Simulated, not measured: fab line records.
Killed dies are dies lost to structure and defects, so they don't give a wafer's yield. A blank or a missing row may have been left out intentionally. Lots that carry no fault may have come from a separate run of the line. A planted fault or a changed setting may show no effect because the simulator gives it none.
Which tool did it? -- flow n5-finfet -- 10 lots, 30 wafers sampled, at 1 step of a route of 1938

== WHAT THE GAUGES SHOWED, per wafer ==
N5_BEOL_M7_OVL_MEAS_12.
lot,measured,on,M7_OVL (nm)
L074,day 10 15:53,overlay-02,-1.6 -1.1 -0.7
L078,day 11 16:07,overlay-02,-1.3 -0.3 -0.4
L079,day 11 20:44,overlay-02,-0.7 -0.2 -0.3
L083,day 12 20:31,overlay-02,-0.7 0.7 -0.7
L086,day 13 08:40,overlay-02,0.9 1.0 -0.2
L085,day 13 11:35,overlay-01,1.1 -0.3 -0.6
L090,day 14 18:47,overlay-02,-0.4 -1.4 -0.2
L092,day 15 00:01,overlay-01,-1.1 -0.9 0.1
L093,day 15 06:45,overlay-02,-1.2 -0.7 -1.2
L096,day 16 01:09,overlay-02,-1.0 -1.2 -1.0

== TOOL THAT RAN EACH LOT (tool first, then ch and the chambers of the sampled wafers, then the start) ==
The record holds no process step before these readings.

== THE ANSWER, worked out from the rows above alone ==
Rule: usual is defined by the lots themselves. The widest of any qualifying gaps counts: lots, ordered by their means at a reading, are off when they make up no more than a third of the lots, leave a main group of 4 or more, and stand apart from it by 3 or more times the standard deviation of that group's means. A main group whose means are all the same, to the digits that the tables above print for the reading, isn't used. A lot without any number at a reading at which 4 lots or more have one is off too. Where the step has rows for the other lots, those lots are counted as sound.
No lot is off on any of the readings shown, so nothing can be concluded from this.

== WHAT WAS PUT IN BY THE SIMULATOR ==
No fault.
